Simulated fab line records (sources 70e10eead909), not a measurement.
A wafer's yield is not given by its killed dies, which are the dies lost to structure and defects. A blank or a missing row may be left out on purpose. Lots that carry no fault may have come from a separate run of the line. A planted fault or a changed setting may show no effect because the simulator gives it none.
Which tool was responsible? :: flow nand_harc :: 11 lots with 33 wafers sampled at 5 steps, on a route of 1302 steps

== WHAT EACH GAUGE READ, for each wafer ==
NHARC_A_STAIRCASE_INSPECT_155.
lot: L947
measured: day 18 17:18
on: defect_inspect-02
raw_defect_count: 450 415 453

lot: L948
measured: day 19 22:16
on: defect_inspect-02
raw_defect_count: 346 383 409

lot: L949
measured: day 19 22:29
on: defect_inspect-01
raw_defect_count: 292 435 338

lot: L950
measured: day 20 13:11
on: defect_inspect-01
raw_defect_count: 494 419 469

lot: L952
measured: day 20 21:05
on: defect_inspect-02
raw_defect_count: 481 453 354

lot: L951
measured: day 21 23:35
on: defect_inspect-01
raw_defect_count: 726 578 647

lot: L954
measured: day 22 18:20
on: defect_inspect-02
raw_defect_count: 394 472 517

lot: L962
measured: day 25 22:13
on: defect_inspect-02
raw_defect_count: 459 503 515

lot: L967
measured: day 27 13:43
on: defect_inspect-02
raw_defect_count: 391 342 351

lot: L969
measured: day 27 23:16
on: defect_inspect-02
raw_defect_count: 378 328 382

lot: L968
measured: day 28 05:46
on: defect_inspect-01
raw_defect_count: 719 368 738

NHARC_END_SORT_01.
lot: L947
measured: day 24 15:40
on: prober-01
killed_at_array: 81 80 68
killed_at_other: 3 0 1
killed_at_periphery: 7 2 5
killed_dies: 91 82 74
killed_open: 4 3 3
killed_short: 1 2 2

lot: L950
measured: day 25 15:56
on: prober-02
killed_at_array: 88 97 80
killed_at_other: 0 0 0
killed_at_periphery: 2 8 8
killed_dies: 90 105 88
killed_open: 4 3 5
killed_short: 3 4 2

lot: L951
measured: day 27 02:59
on: prober-02
killed_at_array: 46 46 41
killed_at_other: 1 2 0
killed_at_periphery: 0 2 1
killed_dies: 47 50 42
killed_open: 2 5 1
killed_short: 1 2 4

lot: L954
measured: day 27 18:48
on: prober-02
killed_at_array: 83 103 125
killed_at_other: 2 1 0
killed_at_periphery: 1 2 7
killed_dies: 86 106 132
killed_open: 2 3 2
killed_short: 4 2 2

lot: L962
measured: day 31 06:13
on: prober-02
killed_at_array: 87 674 88
killed_at_other: 2 1 0
killed_at_periphery: 4 2 3
killed_dies: 93 677 91
killed_open: 4 5 2
killed_short: 2 4 6

lot: L967
measured: day 32 18:53
on: prober-01
killed_at_array: 91 87 98
killed_at_other: 1 1 0
killed_at_periphery: 5 4 4
killed_dies: 97 92 102
killed_open: 5 2 2
killed_short: 2 3 1

== TOOL THAT RAN EACH LOT (tool first, then ch and the chambers of the sampled wafers, then the start) ==
lot: L947
NHARC_A_STAIRCASE_ETCHBACK_157: rie_diel-09 ch 1,3, day 18 16:23
NHARC_A_SGD_CUT_ETCH_16: rie_diel-12 ch 2,3, day 18 18:52
NHARC_A_SGD_CUT_STRIP_28: rie_diel-12 ch 0,1,3, day 24 15:40 or earlier

lot: L948
NHARC_A_STAIRCASE_ETCHBACK_157: rie_diel-09 ch 1,2,3, day 19 21:23
NHARC_A_SGD_CUT_ETCH_16: rie_diel-12 ch 0,1,3, day 19 23:48
NHARC_A_SGD_CUT_STRIP_28: rie_diel-05 ch 0,1,3, no start

lot: L949
NHARC_A_STAIRCASE_ETCHBACK_157: rie_diel-02 ch 0,3, day 19 21:31
NHARC_A_SGD_CUT_ETCH_16: rie_diel-05 ch 2,3, day 20 00:02
NHARC_A_SGD_CUT_STRIP_28: rie_diel-01 ch 2,3, no start

lot: L950
NHARC_A_STAIRCASE_ETCHBACK_157: rie_diel-10 ch 0,3, day 20 12:05
NHARC_A_SGD_CUT_ETCH_16: rie_diel-01 ch 1,2,3, day 20 14:44
NHARC_A_SGD_CUT_STRIP_28: rie_diel-12 ch 1,2, day 25 15:56 or earlier

lot: L952
NHARC_A_STAIRCASE_ETCHBACK_157: rie_diel-02 ch 0,1,3, day 20 20:04
NHARC_A_SGD_CUT_ETCH_16: rie_diel-05 ch 0,1,2, day 20 22:30
NHARC_A_SGD_CUT_STRIP_28: rie_diel-05 ch 0,2,3, no start

lot: L951
NHARC_A_STAIRCASE_ETCHBACK_157: rie_diel-02 ch 0,3, day 21 22:38
NHARC_A_SGD_CUT_ETCH_16: rie_diel-05 ch 2,3, day 22 01:16
NHARC_A_SGD_CUT_STRIP_28: rie_diel-05 ch 1,2,3, day 27 02:59 or earlier

lot: L954
NHARC_A_STAIRCASE_ETCHBACK_157: rie_diel-10 ch 0,2, day 22 17:27
NHARC_A_SGD_CUT_ETCH_16: rie_diel-12 ch 1,2, day 22 19:53
NHARC_A_SGD_CUT_STRIP_28: rie_diel-12 ch 2,3, day 27 18:48 or earlier

lot: L962
NHARC_A_STAIRCASE_ETCHBACK_157: rie_diel-09 ch 0,2,3, day 25 21:19
NHARC_A_SGD_CUT_ETCH_16: rie_diel-12 ch 0,2,3, day 25 23:51
NHARC_A_SGD_CUT_STRIP_28: rie_diel-12 ch 1,2,3, day 31 06:13 or earlier

lot: L967
NHARC_A_STAIRCASE_ETCHBACK_157: rie_diel-10 ch 0,2,3, day 27 12:40
NHARC_A_SGD_CUT_ETCH_16: rie_diel-01 ch 0,1,3, day 27 15:23
NHARC_A_SGD_CUT_STRIP_28: rie_diel-05 ch 0,2,3, day 32 18:53 or earlier

lot: L969
NHARC_A_STAIRCASE_ETCHBACK_157: rie_diel-10 ch 0,1,2, day 27 22:22
NHARC_A_SGD_CUT_ETCH_16: rie_diel-05 ch 0,1,3, day 28 00:47
NHARC_A_SGD_CUT_STRIP_28: rie_diel-12 ch 0,2,3, no start

lot: L968
NHARC_A_STAIRCASE_ETCHBACK_157: rie_diel-02 ch 2,3, day 28 04:53
NHARC_A_SGD_CUT_ETCH_16: rie_diel-01 ch 1,3, day 28 07:25
NHARC_A_SGD_CUT_STRIP_28: rie_diel-01 ch 1,3, no start
- NHARC_A_STAIRCASE_ETCHBACK_157: etches the open film in CH3F/O2, target depth 90 nm, time 167.14 s.
- NHARC_A_SGD_CUT_ETCH_16: etches the open film in C4F8/O2/Ar, target depth 310.5 nm, time 155.2 s.
- NHARC_A_SGD_CUT_STRIP_28: strips in O2, time 20 s.

== AS READ BY THE TOOLS THEMSELVES (means over the sampled wafers that have a number; for cases with no such wafer, the mark the record gives instead) ==
NHARC_A_STAIRCASE_ETCHBACK_157.
lot: L947
tool: rie_diel-09
chamber_pressure_mTorr (mTorr): 24.988
drypump_motor_current_A (A): 6.1
mfc_ar_sccm (sccm): 200.4
oes_product_au (a.u.): 1.00
rf_vpp_V (V): 244.2
showerhead_plenum_p_Torr (Torr): 2.42
throttle_valve_pct (%): 20.664

lot: L948
tool: rie_diel-09
chamber_pressure_mTorr (mTorr): 24.980
drypump_motor_current_A (A): 6.1
mfc_ar_sccm (sccm): 200.8
oes_product_au (a.u.): 0.94
rf_vpp_V (V): 242.9
showerhead_plenum_p_Torr (Torr): 2.39
throttle_valve_pct (%): 20.660

lot: L949
tool: rie_diel-02
chamber_pressure_mTorr (mTorr): 25.005
drypump_motor_current_A (A): 5.7
mfc_ar_sccm (sccm): 200.0
oes_product_au (a.u.): 0.92
rf_vpp_V (V): 243.9
showerhead_plenum_p_Torr (Torr): 2.46
throttle_valve_pct (%): 20.665

lot: L950
tool: rie_diel-10
chamber_pressure_mTorr (mTorr): 25.005
drypump_motor_current_A (A): 6.1
mfc_ar_sccm (sccm): 200.4
oes_product_au (a.u.): 0.99
rf_vpp_V (V): 244.1
showerhead_plenum_p_Torr (Torr): 2.40
throttle_valve_pct (%): 20.653

lot: L952
tool: rie_diel-02
chamber_pressure_mTorr (mTorr): 25.007
drypump_motor_current_A (A): 5.8
mfc_ar_sccm (sccm): 200.3
oes_product_au (a.u.): 0.92
rf_vpp_V (V): 245.4
showerhead_plenum_p_Torr (Torr): 2.50
throttle_valve_pct (%): 20.671

lot: L951
tool: rie_diel-02
chamber_pressure_mTorr (mTorr): 24.983
drypump_motor_current_A (A): 5.7
mfc_ar_sccm (sccm): 199.7
oes_product_au (a.u.): 0.91
rf_vpp_V (V): 243.8
showerhead_plenum_p_Torr (Torr): 2.45
throttle_valve_pct (%): 20.655

lot: L954
tool: rie_diel-10
chamber_pressure_mTorr (mTorr): 24.993
drypump_motor_current_A (A): 5.7
mfc_ar_sccm (sccm): 199.4
oes_product_au (a.u.): 0.92
rf_vpp_V (V): 243.6
showerhead_plenum_p_Torr (Torr): 2.39
throttle_valve_pct (%): 20.667

lot: L962
tool: rie_diel-09
chamber_pressure_mTorr (mTorr): 25.001
drypump_motor_current_A (A): 6.0
mfc_ar_sccm (sccm): 199.5
oes_product_au (a.u.): 0.93
rf_vpp_V (V): 243.2
showerhead_plenum_p_Torr (Torr): 2.37
throttle_valve_pct (%): 20.661

lot: L967
tool: rie_diel-10
chamber_pressure_mTorr (mTorr): 25.012
drypump_motor_current_A (A): 5.9
mfc_ar_sccm (sccm): 199.7
oes_product_au (a.u.): 0.98
rf_vpp_V (V): 243.1
showerhead_plenum_p_Torr (Torr): 2.39
throttle_valve_pct (%): 20.660

lot: L969
tool: rie_diel-10
chamber_pressure_mTorr (mTorr): 24.996
drypump_motor_current_A (A): 5.5
mfc_ar_sccm (sccm): 200.8
oes_product_au (a.u.): 0.99
rf_vpp_V (V): 243.3
showerhead_plenum_p_Torr (Torr): 2.41
throttle_valve_pct (%): 20.668

lot: L968
tool: rie_diel-02
chamber_pressure_mTorr (mTorr): 24.997
drypump_motor_current_A (A): 6.2
mfc_ar_sccm (sccm): 200.8
oes_product_au (a.u.): 1.00
rf_vpp_V (V): 246.0
showerhead_plenum_p_Torr (Torr): 2.51
throttle_valve_pct (%): 20.672

NHARC_A_SGD_CUT_ETCH_16.
lot: L947
tool: rie_diel-12
chamber_pressure_mTorr (mTorr): 24.989
oes_product_au (a.u.): 0.962
rf_vpp_V (V): 720
run_length_s (s): 176.6

lot: L948
tool: rie_diel-12
chamber_pressure_mTorr (mTorr): 25.012
oes_product_au (a.u.): 0.987
rf_vpp_V (V): 718
run_length_s (s): 177.0

lot: L949
tool: rie_diel-05
chamber_pressure_mTorr (mTorr): 24.976
oes_product_au (a.u.): 0.979
rf_vpp_V (V): 724
run_length_s (s): 176.6

lot: L950
tool: rie_diel-01
chamber_pressure_mTorr (mTorr): 25.011
oes_product_au (a.u.): 0.967
rf_vpp_V (V): 723
run_length_s (s): 176.9

lot: L952
tool: rie_diel-05
chamber_pressure_mTorr (mTorr): 25.002
oes_product_au (a.u.): 0.976
rf_vpp_V (V): 729
run_length_s (s): 175.8

lot: L951
tool: rie_diel-05
chamber_pressure_mTorr (mTorr): 25.013
oes_product_au (a.u.): 0.973
rf_vpp_V (V): 727
run_length_s (s): 176.0

lot: L954
tool: rie_diel-12
chamber_pressure_mTorr (mTorr): 25.001
oes_product_au (a.u.): 0.988
rf_vpp_V (V): 721
run_length_s (s): 176.7

lot: L962
tool: rie_diel-12
chamber_pressure_mTorr (mTorr): 25.020
oes_product_au (a.u.): 0.978
rf_vpp_V (V): 718
run_length_s (s): 140.2

lot: L967
tool: rie_diel-01
chamber_pressure_mTorr (mTorr): 24.999
oes_product_au (a.u.): 0.983
rf_vpp_V (V): 723
run_length_s (s): 176.8

lot: L969
tool: rie_diel-05
chamber_pressure_mTorr (mTorr): 25.015
oes_product_au (a.u.): 0.969
rf_vpp_V (V): 727
run_length_s (s): 176.7

lot: L968
tool: rie_diel-01
chamber_pressure_mTorr (mTorr): 24.993
oes_product_au (a.u.): 0.970
rf_vpp_V (V): 724
run_length_s (s): 176.9

NHARC_A_SGD_CUT_STRIP_28.
lot: L947
tool: rie_diel-12
chamber_pressure_mTorr (mTorr): 60.02
drypump_motor_current_A (A): 5.4
mfc_ar_sccm (sccm): 0.002
oes_product_au (a.u.): 1.007
rf_vpp_V (V): 57.2
showerhead_plenum_p_Torr (Torr): 3.36
throttle_valve_pct (%): 17.031

lot: L948
tool: rie_diel-05
chamber_pressure_mTorr (mTorr): 60.02
drypump_motor_current_A (A): 5.6
mfc_ar_sccm (sccm): 0.005
oes_product_au (a.u.): 1.001
rf_vpp_V (V): 58.7
showerhead_plenum_p_Torr (Torr): 3.64
throttle_valve_pct (%): 17.041

lot: L949
tool: rie_diel-01
chamber_pressure_mTorr (mTorr): 59.98
drypump_motor_current_A (A): 6.0
mfc_ar_sccm (sccm): 0.012
oes_product_au (a.u.): 0.985
rf_vpp_V (V): 58.0
showerhead_plenum_p_Torr (Torr): 3.49
throttle_valve_pct (%): 17.039

lot: L950
tool: rie_diel-12
chamber_pressure_mTorr (mTorr): 60.02
drypump_motor_current_A (A): 5.4
mfc_ar_sccm (sccm): 0.005
oes_product_au (a.u.): 1.012
rf_vpp_V (V): 57.8
showerhead_plenum_p_Torr (Torr): 3.44
throttle_valve_pct (%): 17.037

lot: L952
tool: rie_diel-05
chamber_pressure_mTorr (mTorr): 59.95
drypump_motor_current_A (A): 5.6
mfc_ar_sccm (sccm): 0.006
oes_product_au (a.u.): 1.012
rf_vpp_V (V): 57.9
showerhead_plenum_p_Torr (Torr): 3.64
throttle_valve_pct (%): 17.037

lot: L951
tool: rie_diel-05
chamber_pressure_mTorr (mTorr): 60.01
drypump_motor_current_A (A): 5.3
mfc_ar_sccm (sccm): 0.001
oes_product_au (a.u.): 0.998
rf_vpp_V (V): 57.0
showerhead_plenum_p_Torr (Torr): 3.65
throttle_valve_pct (%): 17.039

lot: L954
tool: rie_diel-12
chamber_pressure_mTorr (mTorr): 59.98
drypump_motor_current_A (A): 5.4
mfc_ar_sccm (sccm): 0.000
oes_product_au (a.u.): 1.009
rf_vpp_V (V): 58.0
showerhead_plenum_p_Torr (Torr): 3.44
throttle_valve_pct (%): 17.037

lot: L962
tool: rie_diel-12
chamber_pressure_mTorr (mTorr): 60.04
drypump_motor_current_A (A): 5.4
mfc_ar_sccm (sccm): 0.002
oes_product_au (a.u.): 1.002
rf_vpp_V (V): 57.9
showerhead_plenum_p_Torr (Torr): 3.42
throttle_valve_pct (%): 17.040

lot: L967
tool: rie_diel-05
chamber_pressure_mTorr (mTorr): 60.02
drypump_motor_current_A (A): 5.6
mfc_ar_sccm (sccm): 0.006
oes_product_au (a.u.): 0.984
rf_vpp_V (V): 57.9
showerhead_plenum_p_Torr (Torr): 3.63
throttle_valve_pct (%): 17.032

lot: L969
tool: rie_diel-12
chamber_pressure_mTorr (mTorr): 60.02
drypump_motor_current_A (A): 5.4
mfc_ar_sccm (sccm): 0.000
oes_product_au (a.u.): 1.001
rf_vpp_V (V): 57.6
showerhead_plenum_p_Torr (Torr): 3.38
throttle_valve_pct (%): 17.035

lot: L968
tool: rie_diel-01
chamber_pressure_mTorr (mTorr): 59.96
drypump_motor_current_A (A): 6.3
mfc_ar_sccm (sccm): 0.000
oes_product_au (a.u.): 1.001
rf_vpp_V (V): 58.1
showerhead_plenum_p_Torr (Torr): 3.56
throttle_valve_pct (%): 17.037

== THE ANSWER, worked out from the rows above alone ==
Rule: what is usual is taken from the lots themselves. The widest of any qualifying gaps counts: lots, ordered by their means at a reading, are off when they make up no more than a third of the lots, leave a main group of 4 or more, and stand apart from it by 3 or more times the standard deviation of that group's means. If all means in a main group match to the digits the tables above print for the reading, that group is not used. A lot without any number at a reading at which 4 lots or more have one is off too. The other lots that the step has rows for count as sound. First the gauges in route order, then the tools' own readings, where a lot's mean is used as printed above. At the first step where some lot is off, the reading lying furthest off is the one used; lots without a number count as furthest.
Off at NHARC_END_SORT_01 (killed_at_array): L962. Mean 81 and standard deviation 20 in the main group. Neither off nor sound, because the step has no rows for them: L948, L949, L952, L969, L968.
A tool fits if, at a process step before that reading, it ran every lot that is off, and no sound lot after the first of them. Not tried: the gauges at NHARC_END_SORT_01; whatever is off there is also off at NHARC_A_SGD_CUT_ETCH_16, on other tools, and gauge error can't account for it. With no start given for some of its lots, NHARC_A_SGD_CUT_STRIP_28 uses the hours and lot order of NHARC_END_SORT_01. Undecided on this evidence; 2 tools fit (rie_diel-09 at NHARC_A_STAIRCASE_ETCHBACK_157, rie_diel-12 at NHARC_A_SGD_CUT_ETCH_16 and NHARC_A_SGD_CUT_STRIP_28).

== WHAT THE SIMULATOR HAD PUT IN ==
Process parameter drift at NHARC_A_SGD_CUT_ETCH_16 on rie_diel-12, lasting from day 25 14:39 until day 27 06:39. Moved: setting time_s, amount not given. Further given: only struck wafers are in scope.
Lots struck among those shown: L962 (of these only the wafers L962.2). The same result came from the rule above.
